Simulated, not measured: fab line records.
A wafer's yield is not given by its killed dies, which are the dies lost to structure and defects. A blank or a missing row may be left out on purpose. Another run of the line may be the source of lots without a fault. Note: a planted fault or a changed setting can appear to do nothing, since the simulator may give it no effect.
Chamber matching | flow n5 finfet | N5_BEOL_M9_STRIP_67 on rie diel-04 has 4 sister chambers
The step strips in CF4. 14 wafers are shown with their chamber, then 7 later ones without.

## WAFERS WITH THEIR CHAMBER
wafer  | chamber | showerhead plenum p Torr (Torr) | throttle valve pct (%) | drypump motor current A (A)
L074.2 | 0       | 1.75                            | 13.20                  | 5.7
L074.4 | 2       | 1.73                            | 13.64                  | 5.4
L074.5 | 3       | 1.83                            | 13.55                  | 6.0
L081.2 | 0       | 1.75                            | 13.22                  | 5.6
L081.3 | 3       | 1.83                            | 13.59                  | 6.0
L081.4 | 1       | 1.79                            | 13.79                  | 5.5
L083.1 | 0       | 1.75                            | 13.24                  | 5.6
L083.3 | 3       | 1.82                            | 13.61                  | 6.0
L083.6 | 1       | 1.78                            | 13.80                  | 5.6
L087.2 | 3       | 1.82                            | 13.61                  | 6.0
L087.5 | 2       | 1.73                            | 13.69                  | 5.3
L087.6 | 3       | 1.82                            | 13.62                  | 6.0
L088.1 | 0       | 1.75                            | 13.26                  | 5.7
L088.2 | 1       | 1.78                            | 13.84                  | 5.5

SIGNATURES (averages over the wafers above)
reading                  | chamber 0 | chamber 1 | chamber 2 | chamber 3 | scatter within a chamber
showerhead plenum p Torr | 1.7500    | 1.7833    | 1.7300    | 1.8240    | 0.00432
throttle valve pct       | 13.2300   | 13.8100   | 13.6650   | 13.5960   | 0.0279
drypump motor current A  | 5.650     | 5.533     | 5.350     | 6.000     | 0.0465
Rule: for a wafer and a chamber, the distance is found by dividing, reading by reading, the gap between the wafer's reading and the chamber's mean by the reading's scatter, squaring, summing and taking the root. The wafer belongs to the nearest chamber; if the next one is less than 2 further off, it can't be placed. How the scatter is found: for the shown wafers, subtract from each reading the mean of its chamber, square and add these, divide the total by (wafers less chambers), then take the root.

## WAFERS MISSING THEIR CHAMBER
wafer  | showerhead plenum p Torr (Torr) | throttle valve pct (%) | drypump motor current A (A)
L088.6 | 1.82                            | 13.61                  | 6.0
L090.3 | 1.73                            | 13.68                  | 5.3
L090.4 | 1.82                            | 13.62                  | 6.0
L090.6 | 1.73                            | 13.71                  | 5.4
L096.1 | 1.72                            | 13.75                  | 5.3
L096.2 | 1.74                            | 13.30                  | 5.7
L096.5 | 1.72                            | 13.74                  | 5.4

## EACH ONE'S CHAMBER
wafer  | from the rows above | in truth
L088.6 | 3                   | 3
L090.3 | 2                   | 2
L090.4 | 3                   | 3
L090.6 | 2                   | 2
L096.1 | 2                   | 2
L096.2 | 0                   | 0
L096.5 | 2                   | 2
Placed correctly: 7 of 7. Left unplaced by these rows: 0. Number placed wrongly: 0.
